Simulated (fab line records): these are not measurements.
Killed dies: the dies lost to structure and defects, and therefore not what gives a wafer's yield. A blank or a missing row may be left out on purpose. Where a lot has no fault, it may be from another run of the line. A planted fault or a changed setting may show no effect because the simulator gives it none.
Which tool did it? / flow n5 finfet / 10 lots, 30 wafers sampled, at 5 steps of a route of 1938

== WHAT EACH GAUGE READ, for each wafer ==
The record holds no reading of a measuring or inspecting step that can be judged against a usual standard deviation.

== TOOL THAT RAN EACH LOT (tool first, then ch and the chambers of the sampled wafers, then the start) ==
lot=L694; N5_BEOL_M10_ETCH_65=rie diel-02 ch 0,3, day 10 00:56; N5_BEOL_M10_ETCH_41=rie diel-02 ch 0,3, day 10 03:17 or earlier; N5_BEOL_M10_STRIP_77=rie diel-02 ch 0,3, day 10 03:17 or earlier; N5_BEOL_M10_CVD_75=cvd co-01 ch 0,2, day 10 03:17; N5_PASSIVATION_PROBE_49=prober-02, day 12 00:09
lot=L693; N5_BEOL_M10_ETCH_65=rie diel-04 ch 0,2, day 10 06:55; N5_BEOL_M10_ETCH_41=rie diel-04 ch 0,2, day 10 08:35 or earlier; N5_BEOL_M10_STRIP_77=rie diel-04 ch 0,2, day 10 08:35 or earlier; N5_BEOL_M10_CVD_75=cvd co-02 ch 1,2, day 10 08:35; N5_PASSIVATION_PROBE_49=prober-02, day 12 13:12
lot=L697; N5_BEOL_M10_ETCH_65=rie diel-02 ch 0,1,3, day 11 05:41; N5_BEOL_M10_ETCH_41=rie diel-02 ch 0,1,3, day 11 07:41 or earlier; N5_BEOL_M10_STRIP_77=rie diel-02 ch 0,1,3, day 11 07:41 or earlier; N5_BEOL_M10_CVD_75=cvd co-01 ch 0, day 11 07:41; N5_PASSIVATION_PROBE_49=prober-02, day 13 04:38
lot=L698; N5_BEOL_M10_ETCH_65=rie diel-02 ch 1,2,3, day 11 20:31; N5_BEOL_M10_ETCH_41=rie diel-02 ch 1,2,3, day 11 22:17 or earlier; N5_BEOL_M10_STRIP_77=rie diel-02 ch 1,2,3, day 11 22:17 or earlier; N5_BEOL_M10_CVD_75=cvd co-01 ch 0,1,2, day 11 22:17; N5_PASSIVATION_PROBE_49=prober-01, day 14 02:56
lot=L701; N5_BEOL_M10_ETCH_65=rie diel-02 ch 0,2, day 12 07:55; N5_BEOL_M10_ETCH_41=rie diel-02 ch 0,2, day 12 09:33 or earlier; N5_BEOL_M10_STRIP_77=rie diel-02 ch 0,2, day 12 09:33 or earlier; N5_BEOL_M10_CVD_75=cvd co-01 ch 0,1, day 12 09:33; N5_PASSIVATION_PROBE_49=prober-02, day 14 07:51
lot=L711; N5_BEOL_M10_ETCH_65=rie diel-02 ch 1,3, day 14 19:56; N5_BEOL_M10_ETCH_41=rie diel-02 ch 1,3, day 14 22:08 or earlier; N5_BEOL_M10_STRIP_77=rie diel-02 ch 1,3, day 14 22:08 or earlier; N5_BEOL_M10_CVD_75=cvd co-02 ch 0,1,2, day 14 22:08; N5_PASSIVATION_PROBE_49=prober-02, day 17 03:22
lot=L710; N5_BEOL_M10_ETCH_65=rie diel-04 ch 0,1,2, day 15 02:36; N5_BEOL_M10_ETCH_41=rie diel-04 ch 0,1,2, day 15 04:07 or earlier; N5_BEOL_M10_STRIP_77=rie diel-04 ch 0,1,2, day 15 04:07 or earlier; N5_BEOL_M10_CVD_75=cvd co-01 ch 0,2, day 15 04:07; N5_PASSIVATION_PROBE_49=prober-01, day 17 09:23
lot=L712; N5_BEOL_M10_ETCH_65=rie diel-04 ch 0,1,2, day 15 16:58; N5_BEOL_M10_ETCH_41=rie diel-04 ch 0,1,2, day 15 18:51 or earlier; N5_BEOL_M10_STRIP_77=rie diel-04 ch 0,1,2, day 15 18:51 or earlier; N5_BEOL_M10_CVD_75=cvd co-02 ch 0,1,2, day 15 18:51; N5_PASSIVATION_PROBE_49=prober-02, day 17 16:28
lot=L714; N5_BEOL_M10_ETCH_65=rie diel-04 ch 1,2, day 15 19:56; N5_BEOL_M10_ETCH_41=rie diel-04 ch 1,2, day 15 22:02 or earlier; N5_BEOL_M10_STRIP_77=rie diel-04 ch 1,2, day 15 22:02 or earlier; N5_BEOL_M10_CVD_75=cvd co-02 ch 0,1, day 15 22:02; N5_PASSIVATION_PROBE_49=prober-02, day 18 13:37
lot=L715; N5_BEOL_M10_ETCH_65=rie diel-04 ch 0,1,3, day 16 05:23; N5_BEOL_M10_ETCH_41=rie diel-04 ch 0,1,3, day 16 07:02 or earlier; N5_BEOL_M10_STRIP_77=rie diel-04 ch 0,1,3, day 16 07:02 or earlier; N5_BEOL_M10_CVD_75=cvd co-02 ch 1,2, day 16 07:02; N5_PASSIVATION_PROBE_49=prober-01, day 18 13:36
- N5_BEOL_M10_ETCH_65: etches SiARC in CF4, target depth 39 nm, time 65 s.
- N5_BEOL_M10_ETCH_41: etches SiCN in CH3F/O2, target depth 42.6 nm, time 86 s.
- N5_BEOL_M10_STRIP_77: strips in N2/H2, time 10 s.
- N5_BEOL_M10_CVD_75: deposits Co from CCTBA/H2, target thk 2 nm, time 138.9 s.
- N5_PASSIVATION_PROBE_49

== AS READ BY THE TOOLS THEMSELVES (means over the sampled wafers that have a number; for cases with no such wafer, the mark the record gives instead) ==
N5_BEOL_M10_ETCH_65. Usual: drypump motor current A 5.8 A, standard deviation 0.39; etch rf on time s 66.4 s, standard deviation 2.2; oes product au 0.70 a.u., standard deviation 0.089; rf vpp V 184.0 V, standard deviation 1.2; showerhead plenum p Torr 2.14 Torr, standard deviation 0.074; throttle valve pct 15.41 %, standard deviation 0.24.
lot=L694; tool=rie diel-02; drypump motor current A (A)=6.3; etch rf on time s (s)=66.5; oes product au (a.u.)=0.58; rf vpp V (V)=183.4; showerhead plenum p Torr (Torr)=2.06; throttle valve pct (%)=15.50; flag=
lot=L693; tool=rie diel-04; drypump motor current A (A)=5.4; etch rf on time s (s)=66.5; oes product au (a.u.)=0.61; rf vpp V (V)=184.4; showerhead plenum p Torr (Torr)=2.16; throttle valve pct (%)=15.84; flag=
lot=L697; tool=rie diel-02; drypump motor current A (A)=6.2; etch rf on time s (s)=67.3; oes product au (a.u.)=0.62; rf vpp V (V)=183.6; showerhead plenum p Torr (Torr)=2.10; throttle valve pct (%)=15.38; flag=
lot=L698; tool=rie diel-02; drypump motor current A (A)=6.0; etch rf on time s (s)=67.8; oes product au (a.u.)=0.69; rf vpp V (V)=184.8; showerhead plenum p Torr (Torr)=2.13; throttle valve pct (%)=15.33; flag=
lot=L701; tool=rie diel-02; drypump motor current A (A)=6.0; etch rf on time s (s)=65.7; oes product au (a.u.)=0.64; rf vpp V (V)=182.1; showerhead plenum p Torr (Torr)=2.06; throttle valve pct (%)=15.53; flag=
lot=L711; tool=rie diel-02; drypump motor current A (A)=6.1; etch rf on time s (s)=68.8; oes product au (a.u.)=0.73; rf vpp V (V)=184.5; showerhead plenum p Torr (Torr)=2.13; throttle valve pct (%)=15.14; flag=
lot=L710; tool=rie diel-04; drypump motor current A (A)=5.4; etch rf on time s (s)=65.9; oes product au (a.u.)=0.74; rf vpp V (V)=185.4; showerhead plenum p Torr (Torr)=2.18; throttle valve pct (%)=15.44; flag=
lot=L712; tool=rie diel-04; drypump motor current A (A)=5.5; etch rf on time s (s)=65.6; oes product au (a.u.)=0.73; rf vpp V (V)=183.8; showerhead plenum p Torr (Torr)=2.18; throttle valve pct (%)=15.44; flag=
lot=L714; tool=rie diel-04; drypump motor current A (A)=5.4; etch rf on time s (s)=67.3; oes product au (a.u.)=0.76; rf vpp V (V)=184.4; showerhead plenum p Torr (Torr)=2.12; throttle valve pct (%)=15.35; flag=
lot=L715; tool=rie diel-04; drypump motor current A (A)=5.7; etch rf on time s (s)=66.2; oes product au (a.u.)=0.71; rf vpp V (V)=184.5; showerhead plenum p Torr (Torr)=2.18; throttle valve pct (%)=15.38; flag=

N5_BEOL_M10_ETCH_41. Usual: drypump motor current A 5.8 A, standard deviation 0.39; oes product au 0.82 a.u., standard deviation 0.1; rf vpp V 297.4 V, standard deviation 1.7; showerhead plenum p Torr 2.00 Torr, standard deviation 0.072; throttle valve pct 16.12 %, standard deviation 0.21.
lot=L694; tool=rie diel-02; drypump motor current A (A)=6.3; oes product au (a.u.)=0.67; rf vpp V (V)=295.6; showerhead plenum p Torr (Torr)=1.93; throttle valve pct (%)=16.28; flag=
lot=L693; tool=rie diel-04; drypump motor current A (A)=5.4; oes product au (a.u.)=0.72; rf vpp V (V)=297.6; showerhead plenum p Torr (Torr)=2.01; throttle valve pct (%)=16.51; flag=
lot=L697; tool=rie diel-02; drypump motor current A (A)=6.2; oes product au (a.u.)=0.73; rf vpp V (V)=296.5; showerhead plenum p Torr (Torr)=1.97; throttle valve pct (%)=16.15; flag=
lot=L698; tool=rie diel-02; drypump motor current A (A)=6.0; oes product au (a.u.)=0.81; rf vpp V (V)=297.5; showerhead plenum p Torr (Torr)=1.99; throttle valve pct (%)=16.07; flag=
lot=L701; tool=rie diel-02; drypump motor current A (A)=5.9; oes product au (a.u.)=0.73; rf vpp V (V)=295.6; showerhead plenum p Torr (Torr)=1.92; throttle valve pct (%)=16.24; flag=
lot=L711; tool=rie diel-02; drypump motor current A (A)=6.1; oes product au (a.u.)=0.86; rf vpp V (V)=297.8; showerhead plenum p Torr (Torr)=2.00; throttle valve pct (%)=15.90; flag=
lot=L710; tool=rie diel-04; drypump motor current A (A)=5.5; oes product au (a.u.)=0.87; rf vpp V (V)=298.1; showerhead plenum p Torr (Torr)=2.03; throttle valve pct (%)=16.12; flag=
lot=L712; tool=rie diel-04; drypump motor current A (A)=5.4; oes product au (a.u.)=0.85; rf vpp V (V)=298.4; showerhead plenum p Torr (Torr)=2.03; throttle valve pct (%)=16.14; flag=
lot=L714; tool=rie diel-04; drypump motor current A (A)=5.4; oes product au (a.u.)=0.89; rf vpp V (V)=297.2; showerhead plenum p Torr (Torr)=1.98; throttle valve pct (%)=16.08; flag=
lot=L715; tool=rie diel-04; drypump motor current A (A)=5.7; oes product au (a.u.)=0.84; rf vpp V (V)=297.8; showerhead plenum p Torr (Torr)=2.03; throttle valve pct (%)=16.07; flag=

N5_BEOL_M10_STRIP_77. Usual: drypump motor current A 5.8 A, standard deviation 0.39; oes product au 0.82 a.u., standard deviation 0.1; rf vpp V 59.2 V, standard deviation 0.91; showerhead plenum p Torr 2.55 Torr, standard deviation 0.095; throttle valve pct 23.65 %, standard deviation 0.27.
lot=L694; tool=rie diel-02; drypump motor current A (A)=6.2; oes product au (a.u.)=0.67; rf vpp V (V)=59.2; showerhead plenum p Torr (Torr)=2.44; throttle valve pct (%)=23.62; flag=
lot=L693; tool=rie diel-04; drypump motor current A (A)=5.4; oes product au (a.u.)=0.72; rf vpp V (V)=59.5; showerhead plenum p Torr (Torr)=2.58; throttle valve pct (%)=24.17; flag=
lot=L697; tool=rie diel-02; drypump motor current A (A)=6.2; oes product au (a.u.)=0.74; rf vpp V (V)=58.0; showerhead plenum p Torr (Torr)=2.51; throttle valve pct (%)=23.69; flag=
lot=L698; tool=rie diel-02; drypump motor current A (A)=6.1; oes product au (a.u.)=0.82; rf vpp V (V)=59.1; showerhead plenum p Torr (Torr)=2.54; throttle valve pct (%)=23.72; flag=
lot=L701; tool=rie diel-02; drypump motor current A (A)=5.9; oes product au (a.u.)=0.73; rf vpp V (V)=58.7; showerhead plenum p Torr (Torr)=2.44; throttle valve pct (%)=23.57; flag=
lot=L711; tool=rie diel-02; drypump motor current A (A)=6.1; oes product au (a.u.)=0.87; rf vpp V (V)=59.2; showerhead plenum p Torr (Torr)=2.56; throttle valve pct (%)=23.69; flag=
lot=L710; tool=rie diel-04; drypump motor current A (A)=5.5; oes product au (a.u.)=0.87; rf vpp V (V)=59.2; showerhead plenum p Torr (Torr)=2.60; throttle valve pct (%)=23.73; flag=
lot=L712; tool=rie diel-04; drypump motor current A (A)=5.5; oes product au (a.u.)=0.85; rf vpp V (V)=59.3; showerhead plenum p Torr (Torr)=2.59; throttle valve pct (%)=23.74; flag=
lot=L714; tool=rie diel-04; drypump motor current A (A)=5.4; oes product au (a.u.)=0.88; rf vpp V (V)=59.5; showerhead plenum p Torr (Torr)=2.53; throttle valve pct (%)=23.78; flag=
lot=L715; tool=rie diel-04; drypump motor current A (A)=5.7; oes product au (a.u.)=0.84; rf vpp V (V)=59.1; showerhead plenum p Torr (Torr)=2.57; throttle valve pct (%)=23.48; flag=

N5_BEOL_M10_CVD_75. Usual: run length s reads 162.0 s (standard deviation 0.59).
lot=L694; tool=cvd co-01; run length s (s)=162.2; flag=
lot=L693; tool=cvd co-02; run length s (s)=161.9; flag=
lot=L697; tool=cvd co-01; run length s (s)=163.1; flag=
lot=L698; tool=cvd co-01; run length s (s)=130.6; flag=OFF
lot=L701; tool=cvd co-01; run length s (s)=131.0; flag=OFF
lot=L711; tool=cvd co-02; run length s (s)=161.9; flag=
lot=L710; tool=cvd co-01; run length s (s)=161.5; flag=
lot=L712; tool=cvd co-02; run length s (s)=162.1; flag=
lot=L714; tool=cvd co-02; run length s (s)=162.2; flag=
lot=L715; tool=cvd co-02; run length s (s)=161.7; flag=

N5_PASSIVATION_PROBE_49. Usual: defect limited yield 91.2 %, standard deviation 1.6; killed_at_M0_to_M3 34, standard deviation 11; killed_at_M4_up 13, standard deviation 5.2; killed at contacts 13, standard deviation 6.3; killed at front end 40, standard deviation 14; killed at other 3.2, standard deviation 2.4; killed dies 104, standard deviation 19; killed open 69, standard deviation 14; killed short 32, standard deviation 7.5; sort_bin_4_leakage 0.00 %, standard deviation 0.04; sort_bin_5_function 5.3 %, standard deviation 1.1; sort_bin_6_memory 3.2 %, standard deviation 0.73; sort_bin_8_speed 0.01 %, standard deviation 0.038; sort n pass 1076, standard deviation 19.
lot=L694; tool=prober-02; defect limited yield (%)=92.1; killed_at_M0_to_M3=21; killed_at_M4_up=16; killed at contacts=16; killed at front end=38; killed at other=2.0; killed dies=93; killed open=66; killed short=25; sort_bin_4_leakage (%)=0.00; sort_bin_5_function (%)=5.1; sort_bin_6_memory (%)=2.7; sort_bin_8_speed (%)=0.03; sort n pass=1087; flag=
lot=L693; tool=prober-02; defect limited yield (%)=91.0; killed_at_M0_to_M3=19; killed_at_M4_up=11; killed at contacts=14; killed at front end=60; killed at other=2.0; killed dies=106; killed open=72; killed short=31; sort_bin_4_leakage (%)=0.11; sort_bin_5_function (%)=5.1; sort_bin_6_memory (%)=3.4; sort_bin_8_speed (%)=0.00; sort n pass=1073; flag=
lot=L697; tool=prober-02; defect limited yield (%)=91.2; killed_at_M0_to_M3=32; killed_at_M4_up=12; killed at contacts=6; killed at front end=51; killed at other=3.7; killed dies=104; killed open=73; killed short=29; sort_bin_4_leakage (%)=0.00; sort_bin_5_function (%)=5.3; sort_bin_6_memory (%)=3.2; sort_bin_8_speed (%)=0.00; sort n pass=1076; flag=
lot=L698; tool=prober-01; defect limited yield (%)=91.7; killed_at_M0_to_M3=36; killed_at_M4_up=12; killed at contacts=14; killed at front end=29; killed at other=6.7; killed dies=98; killed open=62; killed short=31; sort_bin_4_leakage (%)=0.00; sort_bin_5_function (%)=5.0; sort_bin_6_memory (%)=2.9; sort_bin_8_speed (%)=0.03; sort n pass=1082; flag=
lot=L701; tool=prober-02; defect limited yield (%)=91.0; killed_at_M0_to_M3=41; killed_at_M4_up=11; killed at contacts=19; killed at front end=34; killed at other=2.0; killed dies=106; killed open=71; killed short=33; sort_bin_4_leakage (%)=0.00; sort_bin_5_function (%)=5.4; sort_bin_6_memory (%)=3.3; sort_bin_8_speed (%)=0.03; sort n pass=1074; flag=
lot=L711; tool=prober-02; defect limited yield (%)=91.6; killed_at_M0_to_M3=40; killed_at_M4_up=8; killed at contacts=10; killed at front end=38; killed at other=2.7; killed dies=99; killed open=65; killed short=30; sort_bin_4_leakage (%)=0.00; sort_bin_5_function (%)=5.2; sort_bin_6_memory (%)=2.9; sort_bin_8_speed (%)=0.06; sort n pass=1081; flag=
lot=L710; tool=prober-01; defect limited yield (%)=91.8; killed_at_M0_to_M3=29; killed_at_M4_up=12; killed at contacts=21; killed at front end=33; killed at other=2.3; killed dies=97; killed open=63; killed short=30; sort_bin_4_leakage (%)=0.00; sort_bin_5_function (%)=4.7; sort_bin_6_memory (%)=3.0; sort_bin_8_speed (%)=0.00; sort n pass=1083; flag=
lot=L712; tool=prober-02; defect limited yield (%)=90.8; killed_at_M0_to_M3=37; killed_at_M4_up=13; killed at contacts=17; killed at front end=40; killed at other=1.0; killed dies=108; killed open=72; killed short=34; sort_bin_4_leakage (%)=0.00; sort_bin_5_function (%)=6.1; sort_bin_6_memory (%)=2.7; sort_bin_8_speed (%)=0.00; sort n pass=1072; flag=
lot=L714; tool=prober-02; defect limited yield (%)=91.1; killed_at_M0_to_M3=28; killed_at_M4_up=20; killed at contacts=9; killed at front end=48; killed at other=1.0; killed dies=105; killed open=70; killed short=32; sort_bin_4_leakage (%)=0.00; sort_bin_5_function (%)=5.1; sort_bin_6_memory (%)=3.4; sort_bin_8_speed (%)=0.00; sort n pass=1075; flag=
lot=L715; tool=prober-01; defect limited yield (%)=89.9; killed_at_M0_to_M3=42; killed_at_M4_up=10; killed at contacts=9; killed at front end=54; killed at other=2.7; killed dies=118; killed open=80; killed short=37; sort_bin_4_leakage (%)=0.00; sort_bin_5_function (%)=6.5; sort_bin_6_memory (%)=3.2; sort_bin_8_speed (%)=0.00; sort n pass=1062; flag=

== THE ANSWER, worked out from the rows above alone ==
Rule: lot off if the mean of its wafers having a number is beyond 3 standard deviations from the usual mean. Also off: a lot with no number at a reading for which 4 or more lots have one. Where the step has rows for the other lots, those lots are counted as sound. Order of review: gauges by route order, followed by the tools' own readings, for which a lot's mean as printed above is used. The first step at which some lot is off is used, and at that step the reading that is off furthest; a lot without a number counts as furthest.
Off: L698, L701 (N5_BEOL_M10_CVD_75, run length s).
If a tool, at that step or one of the process steps before it, ran each lot that is off and ran no sound lot following the first of them, it fits. N5_BEOL_M10_ETCH_41 gives no start for some lots, so the hours and the order of its lots are those of N5_BEOL_M10_CVD_75. N5_BEOL_M10_STRIP_77 gives no start for some lots, so the hours and the order of its lots are those of N5_BEOL_M10_CVD_75. Not one of the candidates tried fits.

== WHAT WAS PUT IN BY THE SIMULATOR ==
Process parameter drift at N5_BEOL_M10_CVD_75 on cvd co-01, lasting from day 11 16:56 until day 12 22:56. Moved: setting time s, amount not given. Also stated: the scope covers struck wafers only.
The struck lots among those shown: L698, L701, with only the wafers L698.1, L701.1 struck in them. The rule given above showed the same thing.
